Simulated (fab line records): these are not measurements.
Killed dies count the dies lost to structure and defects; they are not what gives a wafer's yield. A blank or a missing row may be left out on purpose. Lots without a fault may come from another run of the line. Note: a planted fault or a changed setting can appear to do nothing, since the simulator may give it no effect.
Chamber matching | flow n5_finfet | ald_sin-02 running N5_SDB_ALD_29: 4 sister chambers
The step deposits SiNx, target thk 30 nm, pulse time 1 s, ald cycles 600. 8 wafers are shown with their chamber, then 10 later ones without.

== WAFERS WITH THEIR CHAMBER ==
wafer  | chamber | heater_power_w (W) | precursor_pulse_height_rel
L085.2 | 3       | 761                | 0.975
L085.5 | 2       | 929                | 0.995
L087.1 | 3       | 762                | 0.994
L087.5 | 0       | 900                | 1.011
L091.3 | 0       | 911                | 0.988
L091.6 | 1       | 973                | 0.967
L092.1 | 2       | 930                | 1.006
L092.2 | 1       | 950                | 1.011

== WAFERS MISSING THEIR CHAMBER ==
wafer  | heater_power_w (W) | precursor_pulse_height_rel
L092.3 | 783                | 1.033
L093.3 | 942                | 0.966
L093.4 | 942                | 1.003
L093.6 | 938                | 0.994
L094.1 | 916                | 0.990
L094.5 | 950                | 0.978
L094.6 | 935                | 0.992
L095.2 | 926                | 0.972
L095.3 | 949                | 1.011
L095.4 | 762                | 1.029

== CHAMBER TAKEN BY EACH ==
wafer  | from the rows above     | in truth
L092.3 | 3                       | 3
L093.3 | can't be placed: 2 or 1 | 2
L093.4 | can't be placed: 2 or 1 | 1
L093.6 | can't be placed: 2 or 1 | 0
L094.1 | can't be placed: 0 or 2 | 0
L094.5 | can't be placed: 1 or 2 | 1
L094.6 | 2                       | 2
L095.2 | can't be placed: 2 or 0 | 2
L095.3 | can't be placed: 1 or 2 | 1
L095.4 | 3                       | 3
3 of 10 placed correctly. Not placeable from these rows: 7 (in 6, the candidates include the true chamber). 0 placed wrongly.
How it was worked out, from the rows above alone: a wafer's distance from a chamber is the root of the sum, over the readings, of the square of ((its reading less the chamber's mean) divided by the reading's scatter). The wafer belongs to the nearest chamber; if the next one is less than 2 further off, it can't be placed. For every chamber, the mean is computed from those of its wafers that are shown. The scatter: the root of (the sum of the squares of (reading less its chamber's mean) over the shown wafers, divided by (wafers less chambers)).
